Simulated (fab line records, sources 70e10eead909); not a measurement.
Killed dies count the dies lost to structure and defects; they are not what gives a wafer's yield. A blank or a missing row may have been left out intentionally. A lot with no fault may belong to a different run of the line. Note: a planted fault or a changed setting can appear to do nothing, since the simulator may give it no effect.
fab line records	flow nand-harc
record lots=6	wafers=18	last-day=34
route steps=1302 shown A_SLIT@940 A_SIN_REMOVE@947 A_WL_FILL@952 END@1301
lots that met no fault: taken from a fault-free run of the same line
start-h: the number of hours between the record's first day and the start of the first shown wafer of the lot	wait-h: hours from the lot's prior step to this one	" unchanged from the row above	L1.1+2: several wafers, shown together as one row	- no value, or no start given	* or withheld: withheld	< > ~ a bound
route shown NAME@n: a module of which the file shows steps, and the number in the route of the first	usual: mean/standard deviation taken from wafers without a fault	same: alike in all rows	chamber/n: place in a boat	sites: readings site by site	_std_site: standard deviation across them	_edge_site: outer sites' mean less inner sites'	radius-mm: for every site, how far away it sits from the centre of the wafer	mask NAME#n: copy n	behind: the last tool/chamber to shape the wafer	hold: why the lot went on hold/how many hours it stayed there/how the hold came to an end	device: names the non-switching transistor (n, p or np)	end of line: the route-end tests of the same wafers	a step given without rows: its recipe and nothing more	killed: not the wafer's yield, but the dies lost to structure and defects at the first sort	map: shows each die of a wafer: x if killed, . if not, _ if none is there
set.NAME: the setting as run; set.NAME@STEP: as run at that earlier step	model.NAME: the simulator's own value behind a step, which no gauge read
a table for each step, a row for each wafer; lots at some steps of the route
services: when a tool's chamber went out of use (start-h, in hours from the record's first day, below 0 if earlier), for how many hours, and the reason
## steps
# step NHARC_A_SLIT_ETCH_26
# recipe bias-v=400	source-w=2000	pressure-mtorr=25	time-s=90	ar-flow-sccm=375	c4f8-flow-sccm=41.7	o2-flow-sccm=83.3	target-depth-a=4000	chemistry=C4F8/O2/Ar
# usual drypump-motor-current-A=5.8/0.82	oes-air-line-au=0.998/0.02	showerhead-plenum-p-Torr=3.65/0.19	throttle-valve-pct=27.618/0.0091
lot.wafer	tool	chamber	start-h	wait-h	drypump-motor-current-A	oes-air-line-au	rf-hours-counter-h	showerhead-plenum-p-Torr	throttle-valve-pct
L615.3	har-etch-02	0	466.73	1.9	6.5	0.984	-	3.67	27.630
L615.4	"	1	"	"	5.0	1.000	-	3.95	27.611
L615.6	"	0	"	"	6.5	0.980	-	3.67	27.625
L616.2	har-etch-02	1	483.82	3.0	5.0	1.010	53	3.95	27.632
L616.3	"	1	"	"	5.0	0.987	-	3.95	27.613
L616.5	"	0	"	"	6.5	1.012	-	3.67	27.611
L618.2	har-etch-01	1	484.38	2.4	5.0	1.023	267	3.46	27.631
L618.4	"	1	"	"	5.0	0.968	-	3.46	27.631
L618.6	"	0	"	"	6.7	1.013	-	3.54	27.594
L628.2	har-etch-01	1	601.34	2.5	5.0	0.992	332	3.43	27.610
L628.4	"	0	"	"	6.8	0.970	-	3.50	27.613
L628.6	"	1	"	"	5.0	1.005	-	3.43	27.621
L633.1	har-etch-01	1	656.19	3.0	5.0	1.040	350	3.98	27.620
L633.3	"	0	"	"	6.7	0.994	-	3.48	27.627
L633.6	"	1	"	"	5.0	1.027	-	3.98	27.634
L636.4	har-etch-02	1	696.56	1.3	5.0	1.028	-	3.88	27.631
L636.5	"	0	"	"	6.5	0.987	-	3.60	27.621
L636.6	"	1	"	"	5.0	1.034	-	3.88	27.616
# step NHARC_A_SLIT_STRIP_28
# recipe o2-flow-sccm=400	cos-flow-sccm=20	ar-flow-sccm=0	bias-w=0	chemistry=O2/COS
# step NHARC_A_SLIT_ETCH_29
# recipe target-depth-a=1000	overetch-a=100	time-s=55	ion-energy-ev=100	cf4-flow-sccm=80	o2-flow-sccm=20	ar-flow-sccm=0	rf-w=300	bias-w=100	chemistry=CF4/O2
# step NHARC_A_SLIT_STRIP_18
# recipe o2-flow-sccm=500	ar-flow-sccm=0	bias-w=0	chemistry=O2
# step NHARC_A_SLIT_PRECLEAN_19
# recipe time-s=*	temp-c=50	bath-age-min=0	chemistry=SC1
# step NHARC_A_SLIT_SRD_20
# step NHARC_A_SLIT_CD_MEAS_21
# usual cd-nm=289.5/0.82
lot.wafer	tool	chamber	start-h	wait-h	cd-nm
L615.3	cd-sem-01	-	468.10	-	289.6
L615.4	"	-	"	"	288.9
L615.6	"	-	"	"	288.6
L616.2	cd-sem-02	-	485.24	-	289.5
L616.3	"	-	"	"	290.2
L616.5	"	-	"	"	290.8
L618.2	cd-sem-01	-	485.78	-	290.5
L618.4	"	-	"	"	290.6
L618.6	"	-	"	"	289.3
L628.2	cd-sem-02	-	602.73	-	289.4
L628.4	"	-	"	"	290.8
L628.6	"	-	"	"	291.2
L633.1	cd-sem-01	-	657.62	-	289.5
L633.3	"	-	"	"	289.5
L633.6	"	-	"	"	289.4
L636.4	cd-sem-02	-	697.90	-	290.2
L636.5	"	-	"	"	290.1
L636.6	"	-	"	"	289.7
# step NHARC_A_SIN_REMOVE_WET_00
# recipe temp-c=160	time-s=15300	chemistry=H3PO4
# step NHARC_A_SIN_REMOVE_PRECLEAN_01
# recipe time-s=*	temp-c=50	bath-age-min=0	chemistry=SC1
# step NHARC_A_SIN_REMOVE_SRD_02
# step NHARC_A_SIN_REMOVE_INSPECT_04
# usual raw-defect-count=390/74
lot.wafer	tool	chamber	start-h	wait-h	raw-defect-count
L615.3	defect-inspect-02	-	474.51	0.0	345
L615.4	"	-	"	"	436
L615.6	"	-	"	"	358
L616.2	defect-inspect-01	-	491.84	0.0	349
L616.3	"	-	"	"	458
L616.5	"	-	"	"	517
L618.2	defect-inspect-02	-	491.85	0.0	353
L618.4	"	-	"	"	393
L618.6	"	-	"	"	381
L628.2	defect-inspect-01	-	611.89	0.0	437
L628.4	"	-	"	"	494
L628.6	"	-	"	"	496
L633.1	defect-inspect-01	-	664.21	0.0	415
L633.3	"	-	"	"	501
L633.6	"	-	"	"	521
L636.4	defect-inspect-02	-	704.01	0.0	399
L636.5	"	-	"	"	356
L636.6	"	-	"	"	362
# step NHARC_A_WL_FILL_ALD_00
# recipe target-thk-a=30	pulse-time-s=3	ald-cycles=30	temp-c=300	material=Al2O3
# usual ald-cycles=30/0	heater-power-outer-w=266/40	heater-power-w=482/63	precursor-pulse-height-rel=0.999/0.022
lot.wafer	tool	chamber	start-h	wait-h	ald-cycles	heater-power-outer-w	heater-power-w	precursor-pulse-height-rel
L615.4	ald-hk-04	2	474.63	0.1	30	253	475	1.025
L615.3	"	3	"	"	30	279	437	0.978
L615.6	"	0	"	"	30	291	502	1.034
L618.4	ald-hk-01	2	491.95	0.1	-	-	-	-
L618.2	"	3	"	"	-	-	-	-
L618.6	"	2	"	"	-	-	-	-
L616.3	ald-hk-04	1	491.96	0.1	-	-	-	-
L616.2	"	2	"	"	-	-	-	-
L616.5	"	0	"	"	-	-	-	-
L628.4	ald-hk-01	3	611.96	0.1	30	311	544	0.986
L628.2	"	1	"	"	30	219	410	1.029
L628.6	"	3	"	"	30	326	543	0.970
L633.1	ald-hk-01	2	665.55	1.3	30	259	495	1.006
L633.3	"	1	"	"	30	240	446	0.985
L633.6	"	2	"	"	30	262	488	0.971
L636.4	ald-hk-04	2	704.13	0.1	30	247	488	1.005
L636.5	"	0	"	"	30	277	494	0.988
L636.6	"	1	"	"	30	258	487	0.981
# step NHARC_A_WL_FILL_RTA_01
# recipe temp-c=1000	time-s=5
# step NHARC_A_WL_FILL_ALD_02
# recipe target-thk-a=20	pulse-time-s=3	ald-cycles=100	temp-c=450	material=TiN
# usual heater-power-outer-w=669/92	heater-power-w=1041/130	precursor-pulse-height-rel=1.001/0.02
# same ald-cycles=100
lot.wafer	tool	chamber	start-h	wait-h	heater-power-outer-w	heater-power-w	precursor-pulse-height-rel
L615.3	ald-metal-01	3	475.10	0.2	709	1149	0.985
L615.4	"	0	"	"	771	1180	0.965
L615.6	"	2	"	"	670	1063	0.981
L616.2	ald-metal-03	3	492.44	0.2	729	1139	1.003
L616.3	"	1	"	"	592	998	1.022
L616.5	"	3	"	"	741	1162	1.025
L618.2	ald-metal-02	3	492.56	0.2	629	1007	0.994
L618.4	"	1	"	"	503	854	1.010
L618.6	"	3	"	"	624	977	1.003
L628.2	ald-metal-03	3	612.48	0.2	732	1132	1.009
L628.4	"	1	"	"	610	1054	0.967
L628.6	"	3	"	"	736	1145	0.973
L633.3	ald-metal-01	3	666.08	0.2	735	1165	0.989
L633.1	"	0	"	"	822	1186	1.035
L633.6	"	3	"	"	733	1169	1.014
L636.4	ald-metal-02	3	704.73	0.1	658	1065	0.998
L636.6	"	3	"	"	681	1072	0.981
L636.5	"	0	"	"	688	958	0.992
# step NHARC_A_WL_FILL_CVD_03
# recipe target-thk-a=400	temp-c=300	pressure-torr=40	wf6-flow-sccm=40	h2-flow-sccm=1600	ar-flow-sccm=1560	time-s=279	material=W
# usual heater-power-outer-w=269/28	heater-power-w=475/33	mfc-h2-sccm=1600/5	mfc-wf6-sccm=39.99/0.12	throttle-valve-pct=7.88/0.19
lot.wafer	tool	chamber	start-h	wait-h	heater-power-outer-w	heater-power-w	mfc-h2-sccm	mfc-wf6-sccm	throttle-valve-pct
L615.3	cvd-w-01	1	475.60	0.2	216	418	1588	39.89	7.63
L615.4	"	0	"	"	300	514	1598	39.84	8.02
L615.6	"	0	"	"	301	501	1607	39.80	8.21
L616.2	cvd-w-02	1	492.96	0.1	274	496	1603	40.15	8.03
L616.3	"	0	"	"	260	474	1600	39.94	7.59
L616.5	"	1	"	"	280	493	1605	40.11	7.67
L618.2	cvd-w-01	0	493.00	0.1	299	505	1594	39.91	8.20
L618.4	"	1	"	"	220	411	1607	39.83	7.87
L618.6	"	1	"	"	224	411	1607	39.99	7.78
L628.2	cvd-w-02	1	612.88	0.1	291	517	1596	40.06	8.03
L628.4	"	0	"	"	278	469	1608	40.17	8.02
L628.6	"	0	"	"	272	475	1604	40.14	8.02
L633.1	cvd-w-02	1	666.47	0.1	281	494	1610	39.98	7.38
L633.3	"	1	"	"	277	495	1608	40.03	7.65
L633.6	"	0	"	"	286	479	1597	40.08	7.49
L636.4	cvd-w-02	0	705.32	0.2	287	478	1599	39.74	7.92
L636.5	"	1	"	"	282	511	1588	39.99	7.89
L636.6	"	0	"	"	287	492	1596	39.78	7.75
# step NHARC_A_WL_FILL_ETCHBACK_04
# recipe target-depth-a=600	time-s=120	chemistry=NF3
# step NHARC_A_WL_FILL_ETCHBACK_05
# recipe target-depth-a=220	time-s=60	temp-c=40	chemistry=Cl2/BCl3
# usual drypump-motor-current-A=5.9/0.49	oes-product-au=1.000/0.014
lot.wafer	tool	chamber	start-h	wait-h	drypump-motor-current-A	oes-product-au	rf-hours-counter-h
L615.4	rie-metal-02	1	476.13	0.2	6.1	1.015	-
L615.3	"	0	"	"	5.2	0.986	-
L615.6	"	0	"	"	5.2	0.993	-
L616.2	rie-metal-02	1	493.54	0.2	6.1	1.020	0.9
L616.3	"	0	"	"	5.2	0.989	-
L616.5	"	1	"	"	6.1	1.013	-
L618.2	rie-metal-03	0	493.63	0.2	6.6	1.037	2.9
L618.4	"	1	"	"	5.9	1.006	-
L618.6	"	0	"	"	6.5	1.028	-
L628.2	rie-metal-01	0	613.51	0.2	5.3	0.997	0.7
L628.4	"	0	"	"	5.3	0.990	-
L628.6	"	1	"	"	6.3	0.993	-
L633.1	rie-metal-03	0	667.09	0.2	6.6	0.999	2.4
L633.3	"	0	"	"	6.6	0.998	-
L633.6	"	0	"	"	6.6	1.010	-
L636.4	rie-metal-02	1	706.04	0.2	6.1	0.997	-
L636.5	"	1	"	"	6.1	1.008	-
L636.6	"	1	"	"	6.1	0.996	-
# step NHARC_A_WL_FILL_STRIP_27
# recipe power-w=1500	temp-c=250	time-s=20	chemistry=N2/H2
# step NHARC_A_WL_FILL_STRIP_28
# recipe time-s=1200	temp-c=72.5	chemistry=post-etch-residue-remover
# step NHARC_A_WL_FILL_PRECLEAN_06
# recipe time-s=300	chemistry=DIW
# step NHARC_A_WL_FILL_SRD_07
# step NHARC_A_WL_FILL_ANNEAL_08
# recipe temp-c=450	time-s=1800
# step NHARC_A_WL_FILL_ALD_10
# recipe target-thk-a=500	pulse-time-s=10	ald-cycles=500	temp-c=300	material=SiO2
# step NHARC_A_WL_FILL_ETCHBACK_16
# recipe target-depth-a=1200	time-s=24	c4f8-flow-sccm=withheld	o2-flow-sccm=8	ar-flow-sccm=withheld	rf-w=600	bias-w=800	chemistry=C4F8/O2/Ar
# usual oes-product-au=0.983/0.028	rf-vpp-V=723/4.1
lot.wafer	tool	chamber	start-h	wait-h	oes-product-au	rf-hours-counter-h	rf-vpp-V
L615.3	rie-diel-04	0	-	-	0.910	5.8	718
L615.4	"	3	"	"	0.919	6.5	726
L615.6	"	0	"	"	0.931	-	719
L616.3	rie-diel-03	1	-	-	1.013	1.0	720
L616.2	"	2	"	"	1.002	1.1	730
L616.5	"	3	"	"	1.001	-	719
L618.2	rie-diel-02	3	-	-	0.970	3.0	718
L618.4	"	0	"	"	0.977	2.9	725
L618.6	"	1	"	"	0.989	-	719
L628.4	rie-diel-04	2	-	-	0.996	3.3	720
L628.2	"	1	"	"	0.992	4.0	729
L628.6	"	3	"	"	1.005	-	726
L633.3	rie-diel-03	0	-	-	0.979	0.6	724
L633.1	"	1	"	"	0.979	0.7	718
L633.6	"	2	"	"	0.974	-	730
L636.4	rie-diel-02	1	-	-	0.997	3.8	723
L636.5	"	1	"	"	0.995	-	720
L636.6	"	2	"	"	1.007	-	723
# step NHARC_A_WL_FILL_STRIP_29
# recipe time-s=20	o2-flow-sccm=500	ar-flow-sccm=0	bias-w=0	chemistry=O2
# step NHARC_A_WL_FILL_ETCHBACK_17
# recipe target-depth-a=40	time-s=26.7	chemistry=Cl2/BCl3
# step NHARC_A_WL_FILL_PRECLEAN_18
# recipe time-s=30	chemistry=dHF
# step NHARC_A_WL_FILL_SRD_21
# step NHARC_A_WL_FILL_CVD_23
# recipe target-thk-a=400	temp-c=620	pressure-mtorr=200	time-s=800	material=poly-Si
# step NHARC_A_WL_FILL_ETCHBACK_26
# recipe target-depth-a=520	time-s=13.3	hbr-flow-sccm=150	rf-w=350	icp-w=350	bias-w=60	chemistry=HBr
# step NHARC_A_WL_FILL_PRECLEAN_30
# recipe time-s=10	chemistry=dHF
# step NHARC_A_WL_FILL_SRD_14
# step NHARC_A_WL_FILL_ALD_19
# recipe target-thk-a=20	pulse-time-s=3	ald-cycles=100	temp-c=450	material=TiN
# step NHARC_A_WL_FILL_CVD_20
# recipe target-thk-a=1000	temp-c=400	pressure-torr=40	wf6-flow-sccm=40	h2-flow-sccm=1600	ar-flow-sccm=1560	time-s=74	material=W
# step NHARC_A_WL_FILL_CMP_12
# recipe t-overpolish-s=30	target-thk-nm=100
# step NHARC_A_WL_FILL_SRD_31
# step NHARC_END_WLT_00
# usual VT_DECK1_BOTTOM=0.869/0.0074	VT_DECK1_BOTTOM_INNER=0.869/0.0076	VT_DECK1_MEDIAN_NEAR_BOTTOM=0.871/0.0075	VT_DECK1_MEDIAN_NEAR_BOTTOM_INNER=0.870/0.008	VT_DECK1_MIDDLE=0.883/0.0081	VT_DECK1_MIDDLE_INNER=0.882/0.0071	VT_DECK1_TOP=0.895/0.0077	VT_DECK1_TOP_INNER=0.894/0.0075	VT_DECK2_BOTTOM=0.873/0.0079	VT_DECK2_BOTTOM_INNER=0.873/0.0089	VT_DECK2_MEDIAN_NEAR_BOTTOM=0.874/0.0082	VT_DECK2_MEDIAN_NEAR_BOTTOM_INNER=0.874/0.0081	VT_DECK2_MIDDLE=0.886/0.007	VT_DECK2_MIDDLE_INNER=0.886/0.0073	VT_DECK2_TOP=0.897/0.0067	VT_DECK2_TOP_INNER=0.896/0.0069
lot.wafer	tool	chamber	start-h	wait-h	hold	VT_DECK1_BOTTOM	VT_DECK1_BOTTOM_INNER	VT_DECK1_MEDIAN_NEAR_BOTTOM	VT_DECK1_MEDIAN_NEAR_BOTTOM_INNER	VT_DECK1_MIDDLE	VT_DECK1_MIDDLE_INNER	VT_DECK1_TOP	VT_DECK1_TOP_INNER	VT_DECK2_BOTTOM	VT_DECK2_BOTTOM_INNER	VT_DECK2_MEDIAN_NEAR_BOTTOM	VT_DECK2_MEDIAN_NEAR_BOTTOM_INNER	VT_DECK2_MIDDLE	VT_DECK2_MIDDLE_INNER	VT_DECK2_TOP	VT_DECK2_TOP_INNER
L615.3	prober-02	-	570.50	1.1	-	0.864	0.870	0.869	0.861	0.874	0.883	0.885	0.883	0.871	0.864	0.858	0.863	0.881	0.879	0.896	0.887
L615.4	"	-	"	"	-	0.854	0.861	0.864	0.858	0.871	0.875	0.888	0.887	0.860	0.864	0.864	0.867	0.873	0.878	0.883	0.895
L615.6	"	-	572.01	2.6	-	0.868	0.861	0.867	0.862	0.881	0.873	0.887	0.892	0.866	0.862	0.867	0.866	0.878	0.877	0.893	0.885
L616.2	prober-01	-	590.31	0.5	await-dispo/0.2h/release	6.014	5.971	5.966	5.996	5.990	5.977	5.992	5.979	6.001	6.003	5.993	6.002	6.009	5.995	6.050	5.964
L616.3	"	-	"	"	await-dispo/0.2h/release	5.999	5.985	5.919	5.959	5.919	5.988	6.001	5.963	5.963	6.050	5.970	5.958	6.034	5.917	6.032	6.016
L616.5	"	-	591.81	2.0	await-dispo/0.2h/release	6.028	5.978	6.010	5.964	6.017	6.014	6.014	6.024	6.009	6.000	5.986	5.975	6.031	5.972	5.961	6.025
L616.2	prober-01	-	598.09	7.3	-	6.057	5.946	6.034	6.049	6.038	5.983	5.985	5.967	5.979	5.990	5.954	5.987	5.967	6.038	6.033	6.018
L616.3	"	-	"	"	-	5.992	6.013	6.014	6.053	6.044	6.076	5.972	5.991	6.002	5.954	6.002	5.990	5.989	6.018	5.993	5.984
L616.5	"	-	599.59	7.3	-	5.977	6.005	5.968	5.996	5.983	5.971	6.002	6.008	6.007	6.003	5.992	5.978	5.999	5.973	6.006	6.014
L618.2	prober-02	-	593.71	3.9	await-dispo/0.2h/release	6.000	6.019	6.028	6.033	6.001	6.015	5.998	5.962	6.048	6.028	6.012	6.020	6.008	5.993	6.069	5.955
L618.4	"	-	594.71	4.9	await-dispo/0.2h/release	5.994	5.962	6.008	5.992	6.001	5.956	6.014	5.949	5.953	6.051	6.011	5.996	6.004	6.002	5.954	5.990
L618.6	"	-	595.72	5.9	await-dispo/0.2h/release	6.022	6.014	6.025	5.964	6.043	5.960	6.007	6.033	6.032	6.032	5.978	5.964	5.958	5.933	6.011	5.996
L618.2	prober-02	-	601.54	7.3	-	6.071	6.023	5.986	6.001	6.023	6.009	6.031	6.022	6.006	6.014	6.012	5.972	5.989	6.011	6.005	6.026
L618.4	"	-	602.55	7.3	-	5.974	6.025	6.035	6.026	5.965	5.960	5.997	6.001	6.023	6.015	5.972	5.974	6.036	5.985	5.929	6.034
L618.6	"	-	603.55	7.3	-	5.982	5.971	5.973	5.970	6.058	6.033	6.018	5.986	6.007	6.003	6.017	6.003	6.003	6.003	6.038	6.012
L628.2	prober-02	-	719.60	2.1	-	0.869	0.873	0.867	0.872	0.884	0.886	0.903	0.908	0.868	0.872	0.878	0.872	0.879	0.881	0.904	0.901
L628.4	"	-	720.60	3.1	-	0.881	0.875	0.878	0.869	0.888	0.887	0.901	0.893	0.869	0.869	0.872	0.876	0.875	0.873	0.889	0.895
L628.6	"	-	721.61	4.1	-	0.869	0.879	0.880	0.873	0.888	0.885	0.898	0.897	0.874	0.874	0.869	0.879	0.885	0.882	0.895	0.889
L633.1	prober-02	-	765.90	3.7	-	0.868	0.876	0.869	0.868	0.876	0.884	0.892	0.889	0.868	0.864	0.870	0.871	0.884	0.881	0.893	0.889
L633.3	"	-	766.90	4.7	-	0.870	0.870	0.869	0.869	0.882	0.889	0.894	0.899	0.871	0.862	0.860	0.868	0.875	0.880	0.896	0.894
L633.6	"	-	768.41	6.2	-	0.873	0.872	0.877	0.867	0.889	0.880	0.896	0.890	0.871	0.868	0.876	0.873	0.877	0.885	0.886	0.889
L636.4	prober-01	-	812.64	1.5	-	0.892	0.886	0.886	0.884	0.895	0.892	0.910	0.905	0.867	0.865	0.865	0.871	0.880	0.885	0.896	0.894
L636.5	"	-	"	"	-	0.880	0.876	0.882	0.880	0.901	0.894	0.907	0.903	0.869	0.872	0.875	0.873	0.885	0.887	0.896	0.901
L636.6	"	-	"	"	-	0.876	0.879	0.886	0.886	0.897	0.900	0.901	0.905	0.873	0.874	0.879	0.870	0.889	0.889	0.894	0.898
# step NHARC_END_SORT_01
# recipe temp-c=25
# usual defect-limited-yield=91.6/2.8	killed-at-array=52/18	killed-at-other=0.6/0.83	killed-at-periphery=4.3/2.8	killed-dies=57/19	killed-open=3.4/2	killed-short=2.5/1.7	sort_bin_2_pct=3.0/1.1	sort_bin_3_pct=0.6/0.41	sort_bin_4_pct=4.7/1.6	sort-n-pass=620/19	sort-rim-yield-pct=91/3.7	sort-yield-pct=91.6/2.8
# same gross-dies=677	sort_bin_5_pct[%]=0	sort_bin_6_pct[%]=0	sort_bin_7_pct[%]=0	sort_bin_8_pct[%]=0	sort-rim-n-gross=106.00
lot.wafer	tool	chamber	start-h	wait-h	defect-limited-yield[%]	killed-at-array	killed-at-other	killed-at-periphery	killed-dies	killed-open	killed-short	sort_bin_2_pct[%]	sort_bin_3_pct[%]	sort_bin_4_pct[%]	sort-n-pass	sort-rim-yield-pct[%]	sort-yield-pct[%]
L615.3	prober-02	0	574.08	3.1	89.8	68	0	1	69	4	2	3.7	0.4	6.1	608	96	89.8
L615.4	prober-02	0	574.87	3.4	90.1	64	0	3	67	2	5	4.1	0.4	5.3	610	94	90.1
L615.6	prober-02	0	576.44	3.9	88.8	74	0	2	76	2	2	4.3	1.2	5.8	601	98	88.8
L628.2	prober-02	0	722.92	2.8	94.8	35	0	0	35	1	2	2.2	0.3	2.7	642	87	94.8
L633.1	prober-02	0	768.91	2.5	93.6	38	0	5	43	0	3	2.7	0.6	3.1	634	86	93.6
L633.3	prober-02	0	770.52	3.1	92.9	42	0	6	48	2	2	2.5	1.0	3.5	629	82	92.9
L633.6	prober-02	0	772.93	4.0	91.9	49	1	5	55	7	7	4.0	0.1	4.0	622	86	91.9
L636.4	prober-01	0	816.56	3.4	91.7	52	1	3	56	3	6	2.7	0.7	4.9	621	89	91.7
L636.5	prober-01	0	817.36	3.7	93.2	39	1	6	46	4	3	2.2	0.7	3.8	631	89	93.2
L636.6	prober-01	0	818.17	4.0	92.6	49	0	1	50	3	2	2.8	1.0	3.5	627	90	92.6
# killed by level:class
L615.3 A_CHANNEL_HOLE_D2:chamber-film-flake=28 A_CHANNEL_HOLE_D1:chamber-film-flake=23 A_STAIRCASE:chamber-film-flake=3 A_CONTACT:chamber-film-flake=3 A_DECK1_JOINT:geometric-particle:open=2 A_WL_FILL:geometric-particle:open=2 A_CHANNEL_FILL_D2:chamber-film-flake=2 A_CONTACT:unspecified=2
L615.4 A_CHANNEL_HOLE_D1:chamber-film-flake=26 A_CHANNEL_HOLE_D2:chamber-film-flake=23 A_CONTACT:chamber-film-flake=4 A_STAIRCASE:chamber-film-flake=3 P_M0:geometric-particle:short=1 A_CHANNEL_HOLE_D1:geometric-particle:short=1 A_CHANNEL_HOLE_D1:geometric-particle:open=1 A_CHANNEL_FILL_D2:geometric-particle:short=1
L615.6 A_CHANNEL_HOLE_D2:chamber-film-flake=34 A_CHANNEL_HOLE_D1:chamber-film-flake=29 A_CONTACT:unspecified=3 P_GATE:geometric-particle:open=1 P_M0:geometric-particle:open=1 A_CHANNEL_FILL_D1:geometric-particle:short=1 A_DECK1_JOINT:geometric-particle:short=1 A_ZERO_WELL:chamber-film-flake=1
L628.2 A_SLIT:chamber-film-flake=17 A_CHANNEL_HOLE_D1:chamber-film-flake=6 A_CONTACT:chamber-film-flake=6 A_M0:chamber-film-flake=2 A_ONON_D1:geometric-particle:short=1 A_CHANNEL_FILL_D2:geometric-particle:short=1 A_SLIT:geometric-particle:open=1 A_WL_FILL:chamber-film-flake=1
L633.1 A_SLIT:chamber-film-flake=13 A_CHANNEL_HOLE_D2:chamber-film-flake=8 A_CHANNEL_HOLE_D1:chamber-film-flake=5 A_CONTACT:chamber-film-flake=4 P_GATE:chamber-film-flake=3 A_STAIRCASE:chamber-film-flake=3 A_CHANNEL_FILL_D1:geometric-particle:short=1 A_ONON_D2:geometric-particle:short=1
L633.3 A_SLIT:chamber-film-flake=16 A_CHANNEL_HOLE_D2:chamber-film-flake=8 A_CONTACT:chamber-film-flake=7 A_CHANNEL_HOLE_D1:chamber-film-flake=6 P_GATE:chamber-film-flake=4 A_ONON_D2:geometric-particle:short=1 A_CHANNEL_HOLE_D2:geometric-particle:open=1 A_CHANNEL_FILL_D2:geometric-particle:open=1
L633.6 A_SLIT:chamber-film-flake=13 A_CHANNEL_HOLE_D2:chamber-film-flake=13 A_STAIRCASE:chamber-film-flake=4 P_GATE:chamber-film-flake=3 A_CONTACT:chamber-film-flake=3 A_CHANNEL_FILL_D1:geometric-particle:short=2 A_ONON_D2:geometric-particle:short=2 A_WL_FILL:geometric-particle:short=2
L636.4 A_CHANNEL_HOLE_D2:chamber-film-flake=17 A_SLIT:chamber-film-flake=9 A_CHANNEL_HOLE_D1:chamber-film-flake=8 A_CONTACT:chamber-film-flake=8 A_WL_FILL:geometric-particle:short=2 A_DECK1_JOINT:chamber-film-flake=2 P_CONTACT:geometric-particle:short=1 P_M0:geometric-particle:open=1
L636.5 A_CHANNEL_HOLE_D2:chamber-film-flake=13 A_SLIT:chamber-film-flake=10 A_CHANNEL_HOLE_D1:chamber-film-flake=6 A_CONTACT:chamber-film-flake=3 A_STAIRCASE:chamber-film-flake=2 P_CONTACT:geometric-particle:open=1 P_M0:geometric-particle:open=1 P_M2:geometric-particle:open=1
L636.6 A_CHANNEL_HOLE_D2:chamber-film-flake=11 A_CHANNEL_HOLE_D1:chamber-film-flake=9 A_SLIT:chamber-film-flake=9 A_CONTACT:chamber-film-flake=8 A_STAIRCASE:chamber-film-flake=3 A_DECK1_JOINT:chamber-film-flake=2 A_ONON_D1:geometric-particle:open=1 A_WL_FILL:geometric-particle:short=1
## services
tool	chamber	start-h	hours	kind
rie-diel-04	3	446.53	5.4	repair
cvd-w-02	-	450.00	13.0	pm
rie-metal-02	-	454.00	9.0	pm
rie-diel-03	-	458.30	9.0	pm
rie-diel-02	0	462.49	7.7	repair
ald-metal-03	0	469.30	24.0	repair
rie-diel-04	1	469.56	12.8	repair
ald-hk-01	-	476.02	10.0	pm
ald-metal-01	3	507.98	3.1	repair
rie-metal-03	-	519.00	9.0	pm
cvd-w-02	-	523.67	0.8	repair
ald-metal-01	-	526.00	10.0	pm
ald-hk-04	-	526.88	0.6	repair
rie-diel-04	-	532.13	9.0	pm
cvd-w-01	-	547.00	13.0	pm
ald-metal-01	-	555.39	1.0	repair
ald-hk-04	-	558.19	0.6	repair
ald-hk-04	-	617.63	10.0	pm
cvd-w-02	-	631.00	13.0	pm
rie-metal-02	-	631.00	9.0	pm
ald-hk-04	-	647.22	0.6	repair
ald-hk-01	-	655.55	10.0	pm
rie-metal-02	0	667.23	60.8	repair
cvd-w-02	-	680.60	1.1	repair
## key
first-sign step=NHARC_A_WL_FILL_ALD_00	reading=tool-record	direction=missing
effect step=NHARC_END_WLT_00	reading=VT_DECK2_TOP	direction=up	sigmas=99+	usual=0.897	struck=6.013
met-at NHARC_A_WL_FILL_ALD_00
struck-wafers L616.2,L616.3,L616.5,L618.2,L618.4,L618.6
tester-left-out L616,L618
onset-between 474.63 491.95
fault kind=skipped-step-whole	tool=ald-hk-01,ald-hk-04	chamber=-	onset-h=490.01	steps=NHARC_A_WL_FILL_ALD_00	scope=struck-lots-only
# tester-left-out: of these lots the tester's yield and bins aren't shown, on N5 and GAA mostly nor the transistor test; their killed dies are dies lost to structure and defects alone, not to doping, threshold or leakage, so they don't give the yield
